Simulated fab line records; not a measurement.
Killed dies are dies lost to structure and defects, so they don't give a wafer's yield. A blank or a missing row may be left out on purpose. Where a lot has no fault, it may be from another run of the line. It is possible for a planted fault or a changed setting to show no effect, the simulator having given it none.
fab line records -- flow n5_finfet -- part 1 of 2: steps 1 to 21 of 27
record lots=5, wafers=15, last_day=18
route steps=1938 shown HKMG_FIN@419
lots that met no fault: from a run of the same line without faults
start_h: the number of hours between the record's first day and the start of the first shown wafer of the lot -- wait_h: hours from the lot's prior step to this one -- " same as the row above -- L1.1+2: several wafers, shown together as one row -- - either no value or no given start -- * or withheld: withheld -- < > ~ a bound
route shown NAME@n: a module of which the file shows steps, and the number in the route of the first -- usual: mean/standard deviation taken from wafers without a fault -- same: alike in all rows -- chamber/n: place in a boat -- sites: the reading at each site -- _std_site: their standard deviation -- _edge_site: mean of outer sites minus mean of inner sites -- radius_mm: how far each site lies from the wafer's centre -- mask NAME#n: copy n -- behind: the tool/chamber that last shaped the wafer -- hold: why the lot went on hold/how many hours it stayed there/how the hold came to an end -- device: names the non-switching transistor (n, p or np) -- end of line: at the end of the route, the tests of the same wafers -- where a step has no rows: the recipe by itself -- killed: the dies lost at the first sort to structure and to defects; this is not the yield of the wafer -- map: a wafer's dies, marking killed ones x, the rest . and places with no die _
set.NAME: setting as actually run; set.NAME@STEP: the setting as run at that earlier step -- model.NAME: the simulator's own value behind a step, which no gauge read
a table for each step, a row for each wafer; lots at some steps of the route
services: from which hour (start_h, from the record's first day; less than 0 if before it) a tool's chamber was out of use, for how many hours, and why
## steps
# step N5_HKMG_FIN_ALD_36
# recipe material=TiN, target_thk_a=10, temp_c=400, ald_precursor_family=TiCl4, ald_co_reactant=NH3, pulse_time_s=1, purge_time_s=3, co_reactant_purge_time_s=2, co_reactant_pulse_time_s=2, ald_cycles=47, pressure_torr=3
# usual heater_power_w=888/44, precursor_pulse_height_rel=1.001/0.02
lot.wafer,tool,chamber,start_h,wait_h,heater_power_w,precursor_pulse_height_rel
L077.1,ald_metal-02,3,89.79,0.0,874,0.985
L077.4,ald_metal-02,2,89.79,0.0,872,0.970
L077.5,ald_metal-02,0,89.79,0.0,886,0.997
L079.3,ald_metal-02,0,103.68,0.0,894,1.021
L079.4,ald_metal-02,2,103.68,0.0,877,1.021
L079.6,ald_metal-02,1,103.68,0.0,938,1.003
L082.3,ald_metal-04,3,122.87,0.0,784,1.002
L082.5,ald_metal-04,3,122.87,0.0,792,0.998
L082.6,ald_metal-04,0,122.87,0.0,855,1.013
L085.1,ald_metal-02,0,138.31,0.2,906,0.970
L085.2,ald_metal-02,2,138.31,0.2,873,1.000
L085.4,ald_metal-02,3,138.31,0.2,848,1.029
L095.2,ald_metal-02,0,203.27,0.0,872,1.015
L095.4,ald_metal-02,3,203.27,0.0,885,1.023
L095.5,ald_metal-02,1,203.27,0.0,933,0.998
# step N5_HKMG_FIN_THK_MEAS_70
# recipe thk_meas_gauge=xrf, reads=HfO2_of_HKMG_FIN_HK_ALD_01
# usual HK_THK=1.609/0.02
lot.wafer,tool,chamber,start_h,wait_h,HK_THK[nm]
L077.1,film_metro-02,-,90.07,0.2,1.618
L077.4,film_metro-02,-,90.07,0.2,1.581
L077.5,film_metro-02,-,90.07,0.2,1.604
L079.3,film_metro-01,-,103.97,0.2,1.612
L079.4,film_metro-01,-,103.97,0.2,1.592
L079.6,film_metro-01,-,103.97,0.2,1.611
L082.3,film_metro-02,-,123.15,0.2,1.632
L082.5,film_metro-02,-,123.15,0.2,1.623
L082.6,film_metro-02,-,123.15,0.2,1.617
L085.1,film_metro-01,-,138.59,0.2,1.599
L085.2,film_metro-01,-,138.59,0.2,1.611
L085.4,film_metro-01,-,138.59,0.2,1.589
L095.2,film_metro-02,-,203.55,0.2,1.598
L095.4,film_metro-02,-,203.55,0.2,1.594
L095.5,film_metro-02,-,203.55,0.2,1.607
# step N5_HKMG_FIN_PWFM_ALD_03
# recipe material=TiN, target_thk_a=20, temp_c=400, ald_precursor_family=TiCl4, ald_co_reactant=NH3, pulse_time_s=1, purge_time_s=3, co_reactant_purge_time_s=2, co_reactant_pulse_time_s=2, ald_cycles=91, pressure_torr=3
# usual heater_power_w=884/53, precursor_pulse_height_rel=0.997/0.018
lot.wafer,tool,chamber,start_h,wait_h,heater_power_w,precursor_pulse_height_rel
L077.1,ald_metal-01,1,90.11,0.0,933,0.990
L077.4,ald_metal-01,2,90.11,0.0,976,1.024
L077.5,ald_metal-01,1,90.11,0.0,934,0.992
L079.3,ald_metal-01,0,104.00,0.0,862,1.012
L079.4,ald_metal-01,1,104.00,0.0,934,1.016
L079.6,ald_metal-01,0,104.00,0.0,855,0.976
L082.3,ald_metal-04,2,123.19,0.0,893,0.961
L082.5,ald_metal-04,2,123.19,0.0,928,0.991
L082.6,ald_metal-04,3,123.19,0.0,804,1.000
L085.1,ald_metal-01,0,138.63,0.0,849,0.986
L085.2,ald_metal-01,2,138.63,0.0,937,1.012
L085.4,ald_metal-01,1,138.63,0.0,917,1.009
L095.2,ald_metal-01,3,203.59,0.0,826,1.002
L095.4,ald_metal-01,1,203.59,0.0,938,0.988
L095.5,ald_metal-01,2,203.59,0.0,957,0.987
# step N5_HKMG_FIN_COAT_29
# recipe resist=SOC, temp_c=250, time_s=60, spin_rpm=1500, resist_thk_nm=300
lot.wafer,tool,chamber,start_h,wait_h
L077.1+4+5,litho_track-01,0,90.58,0.2
L079.3+4+6,litho_track-03,0,104.47,0.2
L082.3+5+6,litho_track-04,0,123.66,0.2
L085.1+2+4,litho_track-01,0,139.10,0.2
L095.2+4+5,litho_track-03,0,204.06,0.2
# step N5_HKMG_FIN_COAT_30
# recipe resist=SiARC, temp_c=220, time_s=60, spin_rpm=1500, resist_thk_nm=35
lot.wafer,tool,chamber,start_h,wait_h
L077.1+4+5,litho_track-01,0,-,-
L079.3+4+6,litho_track-03,0,-,-
L082.3+5+6,litho_track-04,0,-,-
L085.1+2+4,litho_track-01,0,-,-
L095.2+4+5,litho_track-03,0,-,-
# step N5_HKMG_FIN_COAT_06
# recipe resist=CAR-ArF, spin_rpm=1500, resist_thk_nm=90
lot.wafer,tool,chamber,start_h,wait_h
L077.1+4+5,litho_track-01,0,-,-
L079.3+4+6,litho_track-03,0,-,-
L082.3+5+6,litho_track-04,0,-,-
L085.1+2+4,litho_track-01,0,-,-
L095.2+4+5,litho_track-03,0,-,-
# step N5_HKMG_FIN_EBR_08
# recipe solvent=PGMEA, ebr_width_mm=1.5
lot.wafer,tool,chamber,start_h,wait_h
L077.1+4+5,litho_track-01,0,-,-
L079.3+4+6,litho_track-03,0,-,-
L082.3+5+6,litho_track-04,0,-,-
L085.1+2+4,litho_track-01,0,-,-
L095.2+4+5,litho_track-03,0,-,-
# step N5_HKMG_FIN_SOFTBAKE_07
# recipe temp_c=110, time_s=60, resist=CAR-ArF
lot.wafer,tool,chamber,start_h,wait_h
L077.1+4+5,litho_track-01,0,-,-
L079.3+4+6,litho_track-03,0,-,-
L082.3+5+6,litho_track-04,0,-,-
L085.1+2+4,litho_track-01,0,-,-
L095.2+4+5,litho_track-03,0,-,-
# step N5_HKMG_FIN_EXPOSE_09
# recipe mask_id=NWFM, na=1.35, source_shape=conventional, sigma_outer=0.8, polarization=unpolarized, dose_mj=39.25
lot.wafer,tool,chamber,start_h,wait_h,mask
L077.1+4+5,arfi_scanner-03,0,90.82,-,NWFM#0
L079.3+4+6,arfi_scanner-01,0,104.73,-,NWFM#0
L082.3+5+6,arfi_scanner-03,0,123.95,-,NWFM#0
L085.1+2+4,arfi_scanner-01,0,139.22,-,NWFM#0
L095.2+4+5,arfi_scanner-03,0,204.31,-,NWFM#0
# step N5_HKMG_FIN_PEB_10
# recipe peb_temp_c=withheld, peb_time_s=60, resist=CAR-ArF
lot.wafer,tool,chamber,start_h,wait_h
L077.1+4+5,litho_track-01,0,90.88,0.1
L079.3+4+6,litho_track-01,0,104.78,0.0
L082.3+5+6,litho_track-01,0,124.00,0.0
L085.1+2+4,litho_track-03,0,139.27,0.1
L095.2+4+5,litho_track-01,0,204.36,0.0
# step N5_HKMG_FIN_DEVELOP_11
# recipe develop_time_s=30, developer=TMAH, resist=CAR-ArF, dev_temp_c=23, rinse_liquid=diw, dry=air_spin
lot.wafer,tool,chamber,start_h,wait_h
L077.1+4+5,litho_track-01,0,-,-
L079.3+4+6,litho_track-01,0,-,-
L082.3+5+6,litho_track-01,0,-,-
L085.1+2+4,litho_track-03,0,-,-
L095.2+4+5,litho_track-01,0,-,-
# step N5_HKMG_FIN_CD_MEAS_12
# recipe target_cd_nm=92.8, landing_energy_ev=500, detector=se_inlens
# usual cd_nm=93.0/0.59
lot.wafer,tool,chamber,start_h,wait_h,cd_nm
L077.1,cd_sem-01,0,90.95,-,93.2
L077.4,cd_sem-01,0,90.95,-,93.1
L077.5,cd_sem-01,0,90.95,-,92.8
L079.3,cd_sem-03,0,104.84,-,92.9
L079.4,cd_sem-03,0,104.84,-,92.7
L079.6,cd_sem-03,0,104.84,-,92.9
L082.3,cd_sem-02,0,124.07,-,93.6
L082.5,cd_sem-02,0,124.07,-,94.0
L082.6,cd_sem-02,0,124.07,-,92.7
L085.1,cd_sem-03,0,139.34,-,93.2
L085.2,cd_sem-03,0,139.34,-,92.0
L085.4,cd_sem-03,0,139.34,-,92.9
L095.2,cd_sem-02,0,204.43,-,92.0
L095.4,cd_sem-02,0,204.43,-,92.7
L095.5,cd_sem-02,0,204.43,-,92.7
# step N5_HKMG_FIN_OVL_MEAS_13
# recipe points_per_wafer=44
# usual NWFM_OVL=-0.1/0.78
lot.wafer,tool,chamber,start_h,wait_h,NWFM_OVL[nm]
L077.1,overlay-02,0,90.98,0.0,0.1
L077.4,overlay-02,0,90.98,0.0,-1.7
L077.5,overlay-02,0,90.98,0.0,-0.6
L079.3,overlay-02,0,104.87,0.0,-0.3
L079.4,overlay-02,0,104.87,0.0,-0.8
L079.6,overlay-02,0,104.87,0.0,-1.1
L082.3,overlay-02,0,124.10,0.0,1.0
L082.5,overlay-02,0,124.10,0.0,0.3
L082.6,overlay-02,0,124.10,0.0,-1.0
L085.1,overlay-02,0,139.37,0.0,0.2
L085.2,overlay-02,0,139.37,0.0,-0.3
L085.4,overlay-02,0,139.37,0.0,-1.5
L095.2,overlay-01,0,204.46,0.0,1.2
L095.4,overlay-01,0,204.46,0.0,1.1
L095.5,overlay-01,0,204.46,0.0,-1.0
# step N5_HKMG_FIN_INSPECT_14
# recipe mode=adi, inspect_instrument=macro
# usual raw_defect_count=1.8/1.4
lot.wafer,tool,chamber,start_h,wait_h,raw_defect_count
L077.1,defect_inspect-02,-,91.00,0.0,1
L077.4,defect_inspect-02,-,91.00,0.0,0
L077.5,defect_inspect-02,-,91.00,0.0,1
L079.3,defect_inspect-02,-,104.90,0.0,1
L079.4,defect_inspect-02,-,104.90,0.0,0
L079.6,defect_inspect-02,-,104.90,0.0,3
L082.3,defect_inspect-02,-,124.12,0.0,1
L082.5,defect_inspect-02,-,124.12,0.0,2
L082.6,defect_inspect-02,-,124.12,0.0,0
L085.1,defect_inspect-01,-,139.40,0.0,1
L085.2,defect_inspect-01,-,139.40,0.0,1
L085.4,defect_inspect-01,-,139.40,0.0,3
L095.2,defect_inspect-02,-,204.48,0.0,1
L095.4,defect_inspect-02,-,204.48,0.0,2
L095.5,defect_inspect-02,-,204.48,0.0,4
# step N5_HKMG_FIN_DESCUM_17
# recipe chemistry=O2, time_s=7.9, source_power_w=50, bias_power_w=20, pressure_mtorr=20, rf_frequency_hz=2.712e+07, temp_c=40, resist=CAR-ArF, o2_flow_sccm=225
# usual bias_power_w=20.01/0.052, drypump_motor_current_A=5.8/0.45, oes_product_au=0.82/0.094, rf_vpp_V=243.5/1.5, showerhead_plenum_p_Torr=2.11/0.074, temp_c=39.99/0.12, throttle_valve_pct=20.34/0.19
lot.wafer,tool,chamber,start_h,wait_h,bias_power_w,drypump_motor_current_A,oes_product_au,rf_hours_counter_h,rf_vpp_V,showerhead_plenum_p_Torr,temp_c,throttle_valve_pct
L077.1,rie_diel-04,3,91.04,0.0,19.97,6.5,0.75,168,245.4,2.18,39.98,20.52
L077.4,rie_diel-04,1,91.04,0.0,20.08,5.4,0.97,6,243.3,2.14,39.88,20.20
L077.5,rie_diel-04,2,91.04,0.0,20.11,5.8,0.72,-,244.5,2.05,40.11,20.41
L079.3,rie_diel-05,2,105.04,0.1,20.01,6.5,0.72,215,243.3,2.16,39.95,20.68
L079.4,rie_diel-05,0,105.04,0.1,20.03,5.8,0.99,2,241.7,2.05,40.20,20.20
L079.6,rie_diel-05,0,105.04,0.1,20.06,5.8,0.98,-,241.8,2.05,40.04,20.19
L082.3,rie_diel-05,1,124.15,0.0,20.02,5.6,0.89,27,242.3,2.05,40.07,20.41
L082.5,rie_diel-05,1,124.15,0.0,20.02,5.6,0.89,-,242.7,2.05,39.93,20.40
L082.6,rie_diel-05,2,124.15,0.0,20.09,6.5,0.71,-,242.8,2.16,40.21,20.68
L085.1,rie_diel-02,3,139.43,0.0,19.96,5.7,0.98,2,242.8,2.14,40.11,19.99
L085.2,rie_diel-02,2,139.43,0.0,19.92,6.2,0.84,64,245.6,2.21,39.95,20.22
L085.4,rie_diel-02,1,139.43,0.0,20.02,5.2,0.88,39,241.6,2.13,39.87,20.24
L095.2,rie_diel-05,0,204.58,0.1,20.04,5.8,0.89,34,242.2,2.04,39.82,20.27
L095.4,rie_diel-05,3,204.58,0.1,20.01,5.2,0.87,-,245.4,2.21,39.84,20.26
L095.5,rie_diel-05,0,204.58,0.1,19.96,5.8,0.90,-,242.9,2.04,40.10,20.24
# step N5_HKMG_FIN_ETCH_31
# recipe chemistry=CF4, target=SiARC, target_depth_a=455, mask_material=CAR-ArF, time_s=75.8, ion_energy_ev=80, pressure_mtorr=40, source_w=545, bias_w=36, Ar_flow_sccm=100, cf4_flow_sccm=100, ends=cleared
# usual drypump_motor_current_A=5.8/0.46, etch_rf_on_time_s=75.7/1.2, oes_product_au=0.70/0.08, rf_vpp_V=184.3/1.1, showerhead_plenum_p_Torr=2.16/0.073, throttle_valve_pct=15.53/0.23
lot.wafer,tool,chamber,start_h,wait_h,drypump_motor_current_A,etch_rf_on_time_s,oes_product_au,rf_hours_counter_h,rf_vpp_V,showerhead_plenum_p_Torr,throttle_valve_pct
L077.1,rie_diel-04,3,91.07,0.0,6.5,75.0,0.64,168,183.6,2.21,15.60
L077.4,rie_diel-04,1,91.07,0.0,5.4,73.9,0.82,6,183.9,2.18,15.29
L077.5,rie_diel-04,2,91.07,0.0,5.8,73.7,0.62,-,184.7,2.12,15.76
L079.3,rie_diel-05,2,105.08,0.0,6.5,76.2,0.61,215,184.3,2.21,15.98
L079.4,rie_diel-05,0,105.08,0.0,5.8,73.8,0.85,2,184.2,2.09,15.30
L079.6,rie_diel-05,0,105.08,0.0,5.7,74.0,0.84,-,184.3,2.09,15.30
L082.3,rie_diel-05,1,124.19,0.0,5.6,74.9,0.75,27,182.7,2.10,15.52
L082.5,rie_diel-05,1,124.19,0.0,5.6,75.0,0.76,-,184.2,2.10,15.53
L082.6,rie_diel-05,2,124.19,0.0,6.5,77.6,0.59,-,183.5,2.21,16.00
L085.1,rie_diel-02,3,139.47,0.0,5.7,75.8,0.81,2,183.5,2.19,15.17
L085.2,rie_diel-02,2,139.47,0.0,6.2,76.8,0.72,64,184.9,2.24,15.30
L085.4,rie_diel-02,1,139.47,0.0,5.2,76.3,0.76,39,185.3,2.17,15.41
L095.2,rie_diel-05,0,204.61,0.0,5.8,74.3,0.76,34,182.1,2.08,15.36
L095.4,rie_diel-05,3,204.61,0.0,5.2,75.3,0.76,-,186.3,2.28,15.54
L095.5,rie_diel-05,0,204.61,0.0,5.8,73.8,0.76,-,184.2,2.08,15.36
# step N5_HKMG_FIN_ETCH_32
# recipe chemistry=N2/H2, target=SOC, target_depth_a=2400, temp_c=40, time_s=300, ion_energy_ev=200, mask_material=SiARC, pressure_mtorr=30, source_w=840, bias_w=150, n2_flow_sccm=200, h2_flow_sccm=200
# usual drypump_motor_current_A=5.8/0.46, n2_flow_sccm=200.0/0.58, oes_product_au=0.82/0.094, rf_vpp_V=524.8/2.5, showerhead_plenum_p_Torr=2.58/0.092, temp_c=40.01/0.12, throttle_valve_pct=17.79/0.23
lot.wafer,tool,chamber,start_h,wait_h,drypump_motor_current_A,n2_flow_sccm,oes_product_au,rf_hours_counter_h,rf_vpp_V,showerhead_plenum_p_Torr,temp_c,throttle_valve_pct
L077.1,rie_diel-04,3,91.13,0.0,6.5,200.0,0.74,169,526.1,2.63,40.05,17.82
L077.4,rie_diel-04,1,91.13,0.0,5.4,199.4,0.97,6,525.0,2.61,40.22,17.59
L077.5,rie_diel-04,2,91.13,0.0,5.8,199.8,0.73,-,523.3,2.51,40.02,17.87
L079.3,rie_diel-05,2,105.13,0.0,6.6,200.1,0.70,215,525.5,2.65,40.20,18.27
L079.4,rie_diel-05,0,105.13,0.0,5.8,199.4,0.96,2,522.3,2.50,40.11,17.71
L079.6,rie_diel-05,0,105.13,0.0,5.8,199.1,0.98,-,520.9,2.50,40.04,17.70
L082.3,rie_diel-05,1,124.25,0.0,5.6,200.5,0.90,27,522.7,2.49,39.94,17.82
L082.5,rie_diel-05,1,124.25,0.0,5.7,199.9,0.89,-,523.5,2.49,39.88,17.81
L082.6,rie_diel-05,2,124.25,0.0,6.6,199.3,0.70,-,525.0,2.64,39.91,18.27
L085.1,rie_diel-02,3,139.52,0.0,5.7,200.6,0.96,2,525.4,2.60,39.86,17.46
L085.2,rie_diel-02,2,139.52,0.0,6.2,199.6,0.83,64,527.2,2.67,40.05,17.51
L085.4,rie_diel-02,1,139.52,0.0,5.3,200.1,0.88,40,525.0,2.60,40.01,17.72
L095.2,rie_diel-05,0,204.67,0.0,5.8,200.1,0.90,34,522.8,2.49,39.99,17.77
L095.4,rie_diel-05,3,204.67,0.0,5.2,201.5,0.89,-,527.5,2.71,39.99,17.73
L095.5,rie_diel-05,0,204.67,0.0,5.8,199.8,0.89,-,521.2,2.49,39.97,17.76
# step N5_HKMG_FIN_STRIP_33
# recipe chemistry=N2/H2, temp_c=40, n2_flow_sccm=200, h2_flow_sccm=200, rf_frequency_hz=6e+07
lot.wafer,tool,chamber,start_h,wait_h
L077.1+4+5,rie_diel-04,"3,1,2",91.31,0.1
L079.3+4+6,rie_diel-05,"2,0,0",105.31,0.1
L082.3+5+6,rie_diel-05,"1,1,2",124.43,0.1
L085.1+2+4,rie_diel-02,"3,2,1",139.70,0.1
L095.2+4+5,rie_diel-05,"0,3,0",204.85,0.1
# step N5_HKMG_FIN_STRIP_34
# recipe chemistry=CF4, resist=SiARC, power_w=300, bias_power_w=75, pressure_mtorr=50, cf4_flow_sccm=150, rf_frequency_hz=6e+07
# usual bias_power_w=74.93/0.24, drypump_motor_current_A=5.8/0.46, oes_product_au=0.81/0.088, rf_vpp_V=271.6/1.6, showerhead_plenum_p_Torr=1.82/0.062, throttle_valve_pct=13.51/0.25
lot.wafer,tool,chamber,start_h,wait_h,bias_power_w,drypump_motor_current_A,oes_product_au,rf_hours_counter_h,rf_vpp_V,showerhead_plenum_p_Torr,throttle_valve_pct
L077.1,rie_diel-04,3,91.32,0.0,74.78,6.5,0.73,169,272.7,1.86,13.62
L077.4,rie_diel-04,1,91.32,0.0,74.78,5.4,0.94,6,273.5,1.83,13.22
L077.5,rie_diel-04,2,91.32,0.0,74.54,5.8,0.70,-,270.6,1.78,13.77
L079.3,rie_diel-05,2,105.32,0.0,75.29,6.5,0.72,216,272.9,1.85,13.98
L079.4,rie_diel-05,0,105.32,0.0,74.96,5.8,0.95,2,269.5,1.75,13.23
L079.6,rie_diel-05,0,105.32,0.0,74.93,5.7,0.96,-,270.4,1.75,13.22
L082.3,rie_diel-05,1,124.44,0.0,74.84,5.6,0.87,27,269.8,1.76,13.49
L082.5,rie_diel-05,1,124.44,0.0,74.86,5.7,0.87,-,270.3,1.77,13.47
L082.6,rie_diel-05,2,124.44,0.0,75.23,6.6,0.71,-,272.8,1.85,13.99
L085.1,rie_diel-02,3,139.71,0.0,75.34,5.7,0.93,2,273.2,1.84,13.11
L085.2,rie_diel-02,2,139.71,0.0,74.94,6.2,0.83,65,274.2,1.88,13.28
L085.4,rie_diel-02,1,139.71,0.0,74.74,5.2,0.86,40,272.2,1.82,13.40
L095.2,rie_diel-05,0,204.86,0.0,75.25,5.8,0.88,34,270.7,1.74,13.31
L095.4,rie_diel-05,3,204.86,0.0,74.63,5.2,0.86,-,274.5,1.91,13.49
L095.5,rie_diel-05,0,204.86,0.0,75.23,5.8,0.88,-,269.6,1.74,13.28
# step N5_HKMG_FIN_ETCH_35
# recipe chemistry=N2/H2, target=SOC, target_depth_a=2158, ion_energy_ev=65, bias_w=5, source_w=3000, time_s=243.4, pressure_mtorr=30, n2_flow_sccm=200, h2_flow_sccm=200
# usual drypump_motor_current_A=5.8/0.46, n2_flow_sccm=200.0/0.55, oes_product_au=0.82/0.094, rf_vpp_V=141.8/1.1, showerhead_plenum_p_Torr=2.58/0.092, throttle_valve_pct=17.79/0.23
lot.wafer,tool,chamber,start_h,wait_h,drypump_motor_current_A,n2_flow_sccm,oes_product_au,rf_hours_counter_h,rf_vpp_V,showerhead_plenum_p_Torr,throttle_valve_pct
L077.1,rie_diel-04,3,91.34,0.0,6.5,200.4,0.74,169,141.9,2.63,17.85
L077.4,rie_diel-04,1,91.34,0.0,5.4,199.8,0.96,6,141.3,2.61,17.60
L077.5,rie_diel-04,2,91.34,0.0,5.8,200.4,0.72,-,141.6,2.51,17.87
L079.3,rie_diel-05,2,105.34,0.0,6.6,199.8,0.70,216,141.9,2.65,18.27
L079.4,rie_diel-05,0,105.34,0.0,5.8,200.4,0.98,3,141.3,2.50,17.71
L079.6,rie_diel-05,0,105.34,0.0,5.7,200.2,0.98,-,140.2,2.50,17.72
L082.3,rie_diel-05,1,124.46,0.0,5.6,200.3,0.90,27,141.0,2.49,17.84
L082.5,rie_diel-05,1,124.46,0.0,5.6,199.9,0.90,-,142.4,2.49,17.83
L082.6,rie_diel-05,2,124.46,0.0,6.5,200.2,0.70,-,142.1,2.64,18.27
L085.1,rie_diel-02,3,139.73,0.0,5.7,200.1,0.94,2,142.1,2.60,17.49
L085.2,rie_diel-02,2,139.73,0.0,6.3,200.9,0.83,65,144.3,2.67,17.51
L085.4,rie_diel-02,1,139.73,0.0,5.2,199.7,0.88,40,141.5,2.60,17.73
L095.2,rie_diel-05,0,204.88,0.0,5.8,200.1,0.88,34,139.3,2.49,17.78
L095.4,rie_diel-05,3,204.88,0.0,5.2,201.6,0.88,-,141.8,2.71,17.75
L095.5,rie_diel-05,0,204.88,0.0,5.8,200.5,0.89,-,142.0,2.49,17.78
# step N5_HKMG_FIN_STRIP_92
# recipe chemistry=N2/H2, material=SOC, time_s=20, power_w=500, temp_c=40, pressure_mtorr=50, rf_frequency_hz=6e+07, bias_power_w=8, h2_frac=0.5, n2_flow_sccm=300, h2_flow_sccm=300
# usual bias_power_w=8.000/0.023, drypump_motor_current_A=5.8/0.45, n2_flow_sccm=300.0/0.77, oes_product_au=0.82/0.095, rf_vpp_V=54.3/0.91, showerhead_plenum_p_Torr=3.40/0.12, temp_c=40.01/0.12, throttle_valve_pct=18.96/0.29
lot.wafer,tool,chamber,start_h,wait_h,bias_power_w,drypump_motor_current_A,n2_flow_sccm,oes_product_au,rf_hours_counter_h,rf_vpp_V,showerhead_plenum_p_Torr,temp_c,throttle_valve_pct
L077.1,rie_diel-04,3,91.49,0.1,8.010,6.5,299.6,0.73,169,55.0,3.47,40.04,19.01
L077.4,rie_diel-04,1,91.49,0.1,7.995,5.4,301.3,0.97,6,53.8,3.45,40.12,18.62
L077.5,rie_diel-04,2,91.49,0.1,7.993,5.8,298.8,0.72,-,55.8,3.31,39.94,18.84
L079.3,rie_diel-05,2,105.49,0.1,8.028,6.5,299.1,0.72,216,53.2,3.49,40.02,19.48
L079.4,rie_diel-05,0,105.49,0.1,8.010,5.8,299.4,0.98,3,52.5,3.31,40.14,19.05
L079.6,rie_diel-05,0,105.49,0.1,8.003,5.8,300.4,0.98,-,54.2,3.31,40.20,19.06
L082.3,rie_diel-05,1,124.61,0.1,7.959,5.6,300.0,0.90,27,55.2,3.29,40.02,19.08
L082.5,rie_diel-05,1,124.61,0.1,7.960,5.7,300.5,0.90,-,54.8,3.29,39.92,19.09
L082.6,rie_diel-05,2,124.61,0.1,7.972,6.6,300.7,0.71,-,55.8,3.49,40.13,19.50
L085.1,rie_diel-02,3,139.88,0.1,8.019,5.7,299.5,0.95,2,54.4,3.44,39.97,18.79
L085.2,rie_diel-02,2,139.88,0.1,7.977,6.2,299.8,0.84,65,54.2,3.52,40.04,18.56
L085.4,rie_diel-02,1,139.88,0.1,7.991,5.3,300.4,0.88,40,54.1,3.43,40.23,18.91
L095.2,rie_diel-05,0,205.03,0.1,7.977,5.8,301.4,0.89,34,53.6,3.29,39.97,19.12
L095.4,rie_diel-05,3,205.03,0.1,7.938,5.2,299.3,0.88,-,53.5,3.57,40.05,18.80
L095.5,rie_diel-05,0,205.03,0.1,8.039,5.8,301.8,0.89,-,53.0,3.29,39.94,19.12
